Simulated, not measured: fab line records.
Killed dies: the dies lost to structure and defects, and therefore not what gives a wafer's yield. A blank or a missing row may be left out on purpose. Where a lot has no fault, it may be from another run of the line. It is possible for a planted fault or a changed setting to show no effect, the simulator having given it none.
A single fault, viewed from 3 desks / flow nand-harc / each desk holds nothing but its own numbers, with what lay behind them at the end

== THE DEFECT DESK ==
What the inspections along the route counted, lot by lot: means of the sampled wafers that have a number. Marked OUT: a lot whose mean sits more than 4 standard deviations from the usual mean, which makes it out of limits; the brackets give that distance.
Columns: A = raw-defect-count at NHARC_P_CONTACT_INSPECT_27, usual 303
lot=L540; first seen here=day 6 10:27; A=206
lot=L549; first seen here=day 8 11:30; A=217
lot=L555; first seen here=day 9 22:07; A=215
lot=L558; first seen here=day 10 11:02; A=173
lot=L559; first seen here=day 10 22:26; A=235
lot=L561; first seen here=day 11 07:11; A=487
This desk's finding: nothing out of limits on any of the 6 lots.

== THE METROLOGY DESK ==
Means of the sampled wafers that have a number, per lot and without regard to the tool the lot ran on: this is what the gauges read. Marked OUT: a lot whose mean sits more than 4 standard deviations from the usual mean, which makes it out of limits; the brackets give that distance.
Columns: A = cd-nm at NHARC_P_M0_CD_MEAS_09, usual 90.0 nm
lot=L540; first seen here=day 6 11:21; A=89.3
lot=L549; first seen here=day 8 12:24; A=89.0
lot=L555; first seen here=day 9 22:53; A=90.5
lot=L561; first seen here=day 11 08:05; A=90.0
This desk's finding: nothing out of limits on any of the 4 lots.

== FOR THE TOOL OWNER'S DESK: litho-track-01 ==
The tool's own readings at NHARC_P_M0_DEVELOP_08 (develop time 35 s): means of the sampled wafers that have a number, for each lot that ran on this tool. Marked OUT: a lot whose mean sits more than 4 standard deviations from the usual mean, which makes it out of limits; the brackets give that distance.
Columns: A = chill-plate-temp-C at NHARC_P_M0_DEVELOP_08, usual 23.00 C
lot=L555; first seen here=day 9 22:00; A=22.93
This desk's finding: nothing out of limits on the one lot.

== BROUGHT TOGETHER ==
Nothing the defect desk looked at was out of limits.
Nothing out of limits was seen by the metrology desk.
Nothing out of limits was seen by the tool owner's desk.

== WHAT THE SIMULATOR PUT IN ==
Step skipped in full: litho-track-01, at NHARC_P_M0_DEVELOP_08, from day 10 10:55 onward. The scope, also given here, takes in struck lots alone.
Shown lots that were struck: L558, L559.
